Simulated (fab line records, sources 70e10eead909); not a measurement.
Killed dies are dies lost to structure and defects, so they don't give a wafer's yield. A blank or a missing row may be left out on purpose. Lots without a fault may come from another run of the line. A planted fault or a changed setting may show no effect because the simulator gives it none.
Chamber matching | flow nand_harc | NHARC_A_STAIRCASE_DEP_325 on pecvd-03: 3 sister chambers
The step deposits SiO2, target thk 3800 nm. 20 wafers are shown with their chamber, then 10 later ones without.

WAFERS WITH THEIR CHAMBER
wafer  | chamber | heater_power_w (W) | heater_power_outer_w (W) | mfc_precursor_sccm (sccm)
L074.2 | 1       | 665                | 371                      | 198.8
L074.4 | 1       | 662                | 369                      | 199.3
L074.5 | 2       | 527                | 321                      | 199.0
L077.1 | 0       | 748                | 443                      | 199.9
L077.4 | 2       | 546                | 330                      | 200.5
L077.6 | 0       | 702                | 417                      | 200.8
L080.3 | 2       | 548                | 326                      | 199.2
L080.4 | 1       | 664                | 350                      | 201.0
L080.5 | 2       | 546                | 327                      | 200.0
L083.1 | 2       | 667                | 415                      | 199.6
L083.2 | 1       | 685                | 370                      | 200.3
L083.3 | 0       | 830                | 494                      | 200.9
L085.1 | 2       | 636                | 393                      | 200.2
L085.2 | 1       | 794                | 463                      | 200.3
L085.6 | 2       | 536                | 333                      | 200.1
L084.1 | 1       | 735                | 404                      | 201.2
L084.2 | 2       | 568                | 343                      | 200.8
L084.3 | 0       | 858                | 535                      | 199.6
L088.1 | 1       | 685                | 388                      | 199.2
L088.2 | 2       | 664                | 415                      | 199.9

SIGNATURES (means of the wafers above)
reading              | chamber 0 | chamber 1 | chamber 2 | scatter within a chamber
heater_power_w       | 784.50    | 698.57    | 582.00    | 57.4
heater_power_outer_w | 472.25    | 387.86    | 355.89    | 41.5
mfc_precursor_sccm   | 200.300   | 200.014   | 199.922   | 0.733
Rule: a wafer's distance from a chamber is the root of the sum, over the readings, of the square of ((its reading less the chamber's mean) divided by the reading's scatter). The wafer belongs to the nearest chamber; if the next one is less than 2 further off, it can't be placed. The scatter: the root of (the sum of the squares of (reading less its chamber's mean) over the shown wafers, divided by (wafers less chambers)).

WAFERS WITHOUT THEIR CHAMBER
wafer  | heater_power_w (W) | heater_power_outer_w (W) | mfc_precursor_sccm (sccm)
L088.4 | 661                | 358                      | 199.8
L089.1 | 618                | 388                      | 200.5
L089.2 | 766                | 426                      | 200.4
L089.5 | 551                | 327                      | 201.1
L093.3 | 619                | 386                      | 199.3
L093.5 | 544                | 325                      | 199.0
L093.6 | 689                | 403                      | 200.1
L095.2 | 668                | 420                      | 200.0
L095.4 | 704                | 406                      | 200.0
L095.5 | 545                | 332                      | 199.5

WHICH CHAMBER EACH WENT THROUGH
wafer  | from the rows above          | in truth
L088.4 | can't be placed: 1 or 2      | 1
L089.1 | can't be placed: 2 or 1      | 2
L089.2 | can't be placed: 0 or 1      | 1
L089.5 | can't be placed: 2 or 1      | 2
L093.3 | can't be placed: 2 or 1      | 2
L093.5 | can't be placed: 2 or 1      | 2
L093.6 | can't be placed: 1 or 2 or 0 | 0
L095.2 | can't be placed: 1 or 2 or 0 | 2
L095.4 | can't be placed: 1 or 0 or 2 | 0
L095.5 | 2                            | 2
Placed correctly: 1 of 10. Can't be placed from these rows: 9 (the true chamber is among the candidates in 9). Placed wrongly: 0.
